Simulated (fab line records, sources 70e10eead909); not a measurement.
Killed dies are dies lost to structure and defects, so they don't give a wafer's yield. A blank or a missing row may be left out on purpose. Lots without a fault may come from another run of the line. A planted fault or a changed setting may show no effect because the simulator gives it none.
Which tool did it? | flow nand_harc | 13 lots, 38 wafers sampled, at 6 steps of a route of 1159

WHAT THE GAUGES READ, wafer by wafer
NHARC_A_CONTACT_OVL_MEAS_70.
lot  | measured     | on         | overlay_x_nm (nm) | overlay_y_nm (nm)
L488 | day 16 14:15 | overlay-01 | 0.7 1.3 0.8       | -0.8 -0.5 -0.5
L491 | day 16 17:28 | overlay-01 | -0.5 -0.7 -0.2    | 0.1 0.1 0.4
L489 | day 16 22:32 | overlay-01 | -1.3 -1.7 -1.2    | 0.2 0.4 -0.3
L490 | day 17 01:25 | overlay-02 | -0.2 -0.2 0.2     | -0.6 -1.0 -0.8
L493 | day 17 23:05 | overlay-01 | -0.8 0.0 0.3      | -3.4 -2.6 -3.1
L495 | day 18 06:12 | overlay-01 | -1.1 -0.5 -0.2    | 1.3 0.8 1.6
L498 | day 19 07:24 | overlay-01 | -0.3 -0.2 -0.8    | 0.4 0.4 0.5
L499 | day 19 15:29 | overlay-01 | -0.8 -0.9 -0.8    | 0.4 -0.1 0.2
L507 | day 20 20:04 | overlay-01 | -0.9 -1.1 -0.8    | 0.7 0.5 0.3
L504 | day 21 00:47 | overlay-01 | 0.0 -0.3          | -0.9 -1.3
L510 | day 22 05:44 | overlay-02 | 0.2 0.2 0.1       | -0.2 -0.5 -0.4
L509 | day 22 06:35 | overlay-02 | -1.0 -1.1 -0.9    | 2.0 2.2 2.0
L511 | day 22 10:49 | overlay-01 | -0.4 -0.9 -1.0    | -0.1 0.1 -0.1

NHARC_END_SORT_01.
lot  | measured     | on        | killed_at_array | killed_at_other | killed_at_periphery | killed_dies | killed_open | killed_short
L495 | day 21 03:38 | prober-01 | 29 24 27        | 0 1 1           | 0 0 1               | 29 25 29    | 4 2 7       | 0 4 1
L507 | day 23 22:06 | prober-02 | 98 88 28        | 1 0 5           | 2 2 4               | 101 90 37   | 3 2 5       | 4 0 2
L504 | day 25 12:00 | prober-01 | 81 28           | 1 0             | 0 2                 | 82 30       | 4 2         | 2 2

WHICH TOOL RAN EACH LOT (tool, then ch and the chambers of the sampled wafers, then the start)
lot  | NHARC_A_CONTACT_ETCH_121             | NHARC_A_CONTACT_DESCUM_74          | NHARC_A_CONTACT_ETCH_124             | NHARC_A_CONTACT_ETCH_127
L488 | har_cap_etch-02 ch 0,1, day 16 09:26 | rie_diel-02 ch 1,2,3, day 16 14:29 | har_cap_etch-02 ch 0,1, day 16 15:36 | har_cap_etch-02 ch 0,1, day 16 16:14
L491 | har_cap_etch-03 ch 1, day 16 12:58   | rie_diel-02 ch 0,2,3, day 16 17:35 | har_cap_etch-01 ch 0,1, day 16 18:52 | har_cap_etch-01 ch 0,1, day 16 19:21
L489 | har_cap_etch-03 ch 0,1, day 16 17:41 | rie_diel-02 ch 0,1,2, day 16 22:38 | har_cap_etch-03 ch 0,1, day 16 23:55 | har_cap_etch-03 ch 0,1, day 17 00:32
L490 | har_cap_etch-02 ch 0,1, day 16 20:45 | rie_diel-02 ch 0,1,3, day 17 01:32 | har_cap_etch-01 ch 0,1, day 17 02:44 | har_cap_etch-01 ch 0,1, day 17 03:13
L493 | har_cap_etch-03 ch 0,1, day 17 18:44 | rie_diel-02 ch 0,1,3, day 17 23:34 | har_cap_etch-03 ch 0,1, day 18 00:44 | har_cap_etch-03 ch 0,1, day 18 01:12
L495 | har_cap_etch-01 ch 0,1, day 18 00:51 | rie_diel-02 ch 0,2,3, day 18 06:20 | har_cap_etch-03 ch 0,1, day 18 07:31 | har_cap_etch-03 ch 0,1, day 18 07:58
L498 | har_cap_etch-01 ch 0,1, day 19 01:53 | rie_diel-11 ch 1,2,3, day 19 07:38 | har_cap_etch-02 ch 0,1, day 19 11:00 | har_cap_etch-02 ch 0,1, day 19 11:28
L499 | har_cap_etch-01 ch 0,1, day 19 10:59 | rie_diel-02 ch 0,3, day 19 15:35   | har_cap_etch-02 ch 0,1, day 19 16:48 | har_cap_etch-02 ch 0,1, day 19 17:16
L507 | har_cap_etch-02 ch 0,1, day 20 15:36 | rie_diel-02 ch 1,2,3, day 20 22:10 | har_cap_etch-03 ch 0,1, day 20 23:28 | har_cap_etch-03 ch 0,1, day 21 00:07
L504 | har_cap_etch-02 ch 0,1, day 20 20:08 | rie_diel-03 ch 0,1, day 21 02:33   | har_cap_etch-03 ch 0,1, day 21 03:58 | har_cap_etch-03 ch 0,1, day 21 04:35
L510 | har_cap_etch-01 ch 0,1, day 22 00:16 | rie_diel-03 ch 2,3, day 22 05:50   | har_cap_etch-02 ch 0,1, day 22 07:10 | har_cap_etch-02 ch 0,1, day 22 07:38
L509 | har_cap_etch-03 ch 0,1, day 22 00:44 | rie_diel-03 ch 1,2,3, day 22 06:59 | har_cap_etch-01 ch 0,1, day 22 08:19 | har_cap_etch-01 ch 0,1, day 22 08:47
L511 | har_cap_etch-01 ch 0,1, day 22 06:11 | rie_diel-03 ch 0,1,3, day 22 11:02 | har_cap_etch-03 ch 0,1, day 22 12:09 | har_cap_etch-03 ch 0,1, day 22 12:38
- NHARC_A_CONTACT_ETCH_121: etches the open film in C4F8/O2/Ar, time 94 s, target depth 922 nm.
- NHARC_A_CONTACT_DESCUM_74: chemistry O2, time 3 s.
- NHARC_A_CONTACT_ETCH_124: etches the open film in C4F8/O2/Ar, time 140 s, target depth 700 nm.
- NHARC_A_CONTACT_ETCH_127: etches the open film in C4F8/O2/Ar, time 155 s, target depth 956 nm.

WHAT THE TOOLS THEMSELVES READ (means of the sampled wafers that have a number; where no wafer has one, the mark that the record gives instead)
NHARC_A_CONTACT_DESCUM_74.
lot  | tool        | drypump_motor_current_A (A) | oes_product_au (a.u.) | rf_vpp_V (V) | showerhead_plenum_p_Torr (Torr) | throttle_valve_pct (%)
L488 | rie_diel-02 | 5.5                         | 1.004                 | 57.7         | 1.87                            | 11.313
L491 | rie_diel-02 | 5.3                         | 1.004                 | 57.7         | 1.90                            | 11.310
L489 | rie_diel-02 | 5.1                         | 1.010                 | 58.0         | 1.91                            | 11.303
L490 | rie_diel-02 | 5.2                         | 1.005                 | 58.1         | 1.90                            | 11.310
L493 | rie_diel-02 | 5.3                         | 0.997                 | 58.3         | 1.90                            | 11.312
L495 | rie_diel-02 | 5.3                         | 1.002                 | 57.3         | 1.89                            | 11.307
L498 | rie_diel-11 | 5.8                         | 0.990                 | 57.9         | 1.85                            | 11.307
L499 | rie_diel-02 | 5.0                         | 0.996                 | 57.3         | 1.92                            | 11.306
L507 | rie_diel-02 | 5.5                         | 1.007                 | 57.7         | 1.87                            | 11.316
L504 | rie_diel-03 | 5.2                         | 0.998                 | 58.1         | 1.96                            | 11.310
L510 | rie_diel-03 | 6.0                         | 0.999                 | 57.8         | 1.95                            | 11.298
L509 | rie_diel-03 | 5.7                         | 1.011                 | 58.0         | 1.93                            | 11.311
L511 | rie_diel-03 | 5.7                         | 0.993                 | 57.7         | 1.93                            | 11.302

THE ANSWER, worked out from the rows above alone
Rule: what is usual is taken from the lots themselves. Put in order of their means at a reading, lots are off if they are a third of the lots or fewer, leave a main group of 4 or more, and stand apart from it by a gap of 3 or more times the standard deviation of the main group's means; of several such gaps the widest counts. A main group whose means are all the same, to the digits that the tables above print for the reading, isn't used. A lot without any number at a reading at which 4 lots or more have one is off too. The other lots that the step has rows for count as sound. The gauges are gone through in route order, then the tools' own readings, and for those a lot's mean is taken as printed above. The first step at which some lot is off is used, and at that step the reading that is off furthest; a lot without a number counts as furthest.
No lot is off at any reading shown: from this, nothing can be told.

WHAT THE SIMULATOR HAD PUT IN
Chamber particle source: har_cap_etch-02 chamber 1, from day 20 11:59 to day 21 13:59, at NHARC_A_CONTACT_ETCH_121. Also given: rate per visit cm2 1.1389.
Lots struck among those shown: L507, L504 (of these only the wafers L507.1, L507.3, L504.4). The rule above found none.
